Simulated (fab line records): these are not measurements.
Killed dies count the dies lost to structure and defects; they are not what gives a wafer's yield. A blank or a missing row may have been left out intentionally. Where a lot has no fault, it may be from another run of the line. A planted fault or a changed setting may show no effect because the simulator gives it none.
The tool behind it: which one? -- flow nand harc -- Sampling: 12 lots, 36 wafers, 5 of 1302 route steps

WHAT THE GAUGES READ, wafer by wafer
NHARC_P_STI_OCD_MEAS_17. Usual: trench depth nm 297 nm, standard deviation 3.7; trench foot cd nm 157.5 nm, standard deviation 2.4.
lot,measured,on,trench depth nm (nm),trench foot cd nm (nm),flag
L702,day 2 19:42,ocd-02,298 304 304,157.7 154.7 158.3,
L704,day 3 15:02,ocd-01,291 302 292,160.6 156.6 158.1,
L705,day 4 02:22,ocd-01,295 299 298,159.7 159.0 155.0,
L707,day 4 21:49,ocd-01,292 294 297,157.0 156.2 153.7,
L708,day 5 07:01,ocd-02,295 292 295,152.9 155.8 156.0,
L709,day 5 18:00,ocd-01,297 294 296,156.1 154.7 152.5,
L711,day 6 14:08,ocd-02,299 295 298,157.3 155.3 156.8,
L712,day 6 23:28,ocd-01,307 300 303,160.0 158.4 159.1,
L718,day 9 11:01,ocd-02,297 292 297,160.5 160.2 162.8,
L720,day 10 07:56,ocd-02,299 299 296,158.1 159.0 159.8,
L721,day 10 17:46,ocd-02,302 299 301,159.6 155.6 156.0,
L725,day 12 09:07,ocd-01,296 303 298,161.6 157.3 161.4,

NHARC_END_SORT_01. Usual: killed at array 54, standard deviation 18; killed at other 0.9, standard deviation 1.2; killed at periphery 4.4, standard deviation 2.9; killed dies 59, standard deviation 18; killed open 3.2, standard deviation 1.8; killed short 2.6, standard deviation 1.8.
lot,measured,on,killed at array,killed at other,killed at periphery,killed dies,killed open,killed short,flag
L702,day 25 06:27,prober-01,27 24 26,1 1 2,3 5 1,31 30 29,3 2 1,2 1 3,
L704,day 25 08:48,prober-02,51 65 67,2 1 1,7 6 4,60 72 72,4 4 3,3 2 1,
L705,day 26 01:59,prober-01,72 83 70,1 1 4,11 6 2,84 90 76,2 2 3,7 3 0,
L707,day 31 00:22,prober-02,48 35 40,1 1 1,6 2 1,55 38 42,2 2 1,3 0 0,
L708,day 29 19:08,prober-02,49 61 66,0 0 0,13 13 10,62 74 76,2 3 5,5 4 3,
L709,day 28 23:00,prober-01,21 27 21,0 0 1,8 2 2,29 29 24,8 5 1,4 6 3,
L711,day 30 16:32,prober-02,67 71 68,2 1 0,1 0 1,70 72 69,3 5 2,5 6 1,
L712,day 29 14:12,prober-01,54 69 44,1 0 0,4 7 3,59 76 47,1 4 3,3 3 1,
L718,day 31 16:09,prober-01,47 47 56,3 0 1,6 5 5,56 52 62,3 4 2,6 2 2,
L720,day 32 07:33,prober-01,57 60 57,6 3 2,614 614 618,677 677 677,2 0 5,3 2 1,OFF
L721,day 32 17:38,prober-01,75 68 51,0 0 1,602 609 625,677 677 677,2 5 2,9 3 3,OFF
L725,day 36 00:13,prober-02,20 19 34,1 2 3,2 3 2,23 24 39,1 2 5,3 1 1,

WHICH TOOL RAN EACH LOT (tool, then ch and the chambers of the sampled wafers, then the start)
lot,NHARC_P_GATE_DEP_103,NHARC_P_GATE_HM_OPEN_105,NHARC_P_GATE_ETCH_114
L702,"pecvd-03 ch 0,1, day 4 21:01","rie diel-05 ch 2,3, day 4 22:00","rie diel-05 ch 0,1, day 25 06:27 or earlier"
L704,"pecvd-03 ch 0,2, day 5 15:47","rie diel-11 ch 2,3, day 5 16:00","rie diel-11 ch 1,2, day 25 08:48 or earlier"
L705,"pecvd-01 ch 0,1,2, day 6 01:46","rie diel-11 ch 1,2,3, day 6 02:00","rie diel-11 ch 0,1,3, day 26 01:59 or earlier"
L707,"pecvd-01 ch 1,2, day 9 06:37","rie diel-09 ch 0,1, day 9 07:00","rie diel-09 ch 1,3, day 31 00:22 or earlier"
L708,"pecvd-01 ch 1,2, day 9 06:01","rie diel-09 ch 1,2,3, day 9 07:00","rie diel-09 ch 1,3, day 29 19:08 or earlier"
L709,"pecvd-02 ch 0,1, day 9 04:41","rie diel-05 ch 0,1, day 9 05:00","rie diel-05 ch 0,2, day 28 23:00 or earlier"
L711,"pecvd-02 ch 0,1,2, day 9 05:57","rie diel-11 ch 1,2,3, day 9 06:00","rie diel-11 ch 1,2,3, day 30 16:32 or earlier"
L712,"pecvd-02 ch 0,1,2, day 9 06:36","rie diel-11 ch 1,2, day 9 07:00","rie diel-11 ch 1,2,3, day 29 14:12 or earlier"
L718,"pecvd-01 ch 0,2, day 11 14:55","rie diel-05 ch 0,2, day 11 15:00","rie diel-05 ch 1,2, day 31 16:09 or earlier"
L720,"pecvd-02 ch 0,1,2, day 12 16:29","rie diel-05 ch 0,2,3, day 12 17:00","rie diel-05 ch 2,3, day 32 07:33 or earlier"
L721,"pecvd-03 ch 0,1,2, day 12 17:32","rie diel-09 ch 0,2,3, day 12 18:00","rie diel-09 ch 0,3, day 32 17:38 or earlier"
L725,"pecvd-02 ch 0,1,2, day 14 12:18","rie diel-05 ch 0,2,3, day 14 13:00","rie diel-05 ch 0,1,3, day 36 00:13 or earlier"
- NHARC_P_GATE_DEP_103: deposits SiON, target thk 30 nm.
- NHARC_P_GATE_HM_OPEN_105: chemistry O2/COS, target depth 360 nm.
- NHARC_P_GATE_ETCH_114: etches the open film in CF4/O2, target depth 30 nm, overetch 3 nm, time 16.5 s.

AS READ BY THE TOOLS THEMSELVES (means over the sampled wafers that have a number; for cases with no such wafer, the mark the record gives instead)
NHARC_P_GATE_DEP_103. Usual: heater power w at 757 W, with a standard deviation of 79.
lot,tool,heater power w (W),flag
L702,pecvd-03,840,
L704,pecvd-03,835,
L705,pecvd-01,767,
L707,pecvd-01,649,
L708,pecvd-01,630,
L709,pecvd-02,746,
L711,pecvd-02,780,
L712,pecvd-02,722,
L718,pecvd-01,764,
L720,pecvd-02,729,
L721,pecvd-03,784,
L725,pecvd-02,753,

NHARC_P_GATE_HM_OPEN_105. Usual: bias w 300.0 W, standard deviation 0.9; chamber pressure mTorr 19.998 mTorr, standard deviation 0.018; drypump motor current A 5.8 A, standard deviation 0.46; o2 flow sccm 399.9 sccm, standard deviation 1.2; oes product au 0.998 a.u., standard deviation 0.011; rf vpp V 466.7 V, standard deviation 2.6; showerhead plenum p Torr 3.09 Torr, standard deviation 0.11; throttle valve pct 28.329 %, standard deviation 0.009.
lot,tool,bias w (W),chamber pressure mTorr (mTorr),drypump motor current A (A),o2 flow sccm (sccm),oes product au (a.u.),rf vpp V (V),showerhead plenum p Torr (Torr),throttle valve pct (%),flag
L702,rie diel-05,299.8,20.009,5.4,400.2,1.007,465.8,3.04,28.325,
L704,rie diel-11,300.3,19.997,6.0,400.5,1.005,469.9,3.21,28.327,
L705,rie diel-11,300.2,19.994,5.8,400.0,1.000,466.5,3.09,28.330,
L707,rie diel-09,300.8,19.994,5.5,399.0,0.997,465.4,3.01,28.326,
L708,rie diel-09,299.9,19.997,6.0,399.8,0.999,467.0,3.11,28.338,
L709,rie diel-05,300.7,19.997,5.7,400.8,1.007,468.0,3.18,28.333,
L711,rie diel-11,299.9,19.999,5.8,400.4,0.996,466.6,3.09,28.343,
L712,rie diel-11,300.6,19.998,5.5,401.0,0.992,464.4,2.97,28.332,
L718,rie diel-05,300.1,19.989,5.4,400.7,1.011,467.1,3.12,28.323,
L720,rie diel-05,-,-,-,-,-,-,-,-,OFF
L721,rie diel-09,-,-,-,-,-,-,-,-,OFF
L725,rie diel-05,301.0,19.993,5.7,399.7,1.003,466.4,3.07,28.329,

NHARC_P_GATE_ETCH_114. Usual: drypump motor current A 5.8 A, standard deviation 0.47; o2 flow sccm 20.00 sccm, standard deviation 0.056; oes product au 0.998 a.u., standard deviation 0.0099; rf vpp V 197.5 V, standard deviation 1.3; showerhead plenum p Torr 1.32 Torr, standard deviation 0.05; throttle valve pct 13.397 %, standard deviation 0.0088.
lot,tool,drypump motor current A (A),o2 flow sccm (sccm),oes product au (a.u.),rf vpp V (V),showerhead plenum p Torr (Torr),throttle valve pct (%),flag
L702,rie diel-05,5.7,20.09,0.995,197.9,1.36,13.395,
L704,rie diel-11,5.4,19.95,0.994,196.6,1.29,13.387,
L705,rie diel-11,5.9,20.03,1.004,198.2,1.34,13.395,
L707,rie diel-09,5.6,19.95,0.996,197.5,1.31,13.397,
L708,rie diel-09,5.6,20.00,1.005,197.5,1.31,13.403,
L709,rie diel-05,5.3,20.05,1.007,197.7,1.34,13.391,
L711,rie diel-11,5.7,20.00,0.999,198.7,1.32,13.399,
L712,rie diel-11,5.7,20.03,0.996,197.0,1.32,13.398,
L718,rie diel-05,5.2,20.01,1.011,197.9,1.33,13.401,
L720,rie diel-05,5.7,19.95,1.005,195.9,1.28,13.400,
L721,rie diel-09,6.3,19.99,1.001,196.7,1.27,13.396,
L725,rie diel-05,5.9,19.97,0.999,197.4,1.33,13.399,

THE ANSWER, worked out from the rows above alone
Rule: a lot counts as off when the mean over its wafers that have a number is more than 3 standard deviations away from the usual mean. Also off: a lot with no number at a reading for which 4 or more lots have one. Where the step has rows for the other lots, those lots are counted as sound. Order of review: gauges by route order, followed by the tools' own readings, for which a lot's mean as printed above is used. At the first step where some lot is off, the reading lying furthest off is the one used; lots without a number count as furthest.
Off, at NHARC_END_SORT_01 on killed at periphery: L720, L721.
A tool fits if, at a process step before that reading, it ran every lot that is off, and no sound lot after the first of them. Not tried: the gauges at NHARC_END_SORT_01; whatever is off there is also off at NHARC_P_GATE_HM_OPEN_105, on other tools, and gauge error can't account for it. NHARC_P_GATE_ETCH_114 gives no start for some lots, so the hours and the order of its lots are those of NHARC_END_SORT_01. Not one of the candidates tried fits.

WHAT HAD BEEN PUT IN BY THE SIMULATOR
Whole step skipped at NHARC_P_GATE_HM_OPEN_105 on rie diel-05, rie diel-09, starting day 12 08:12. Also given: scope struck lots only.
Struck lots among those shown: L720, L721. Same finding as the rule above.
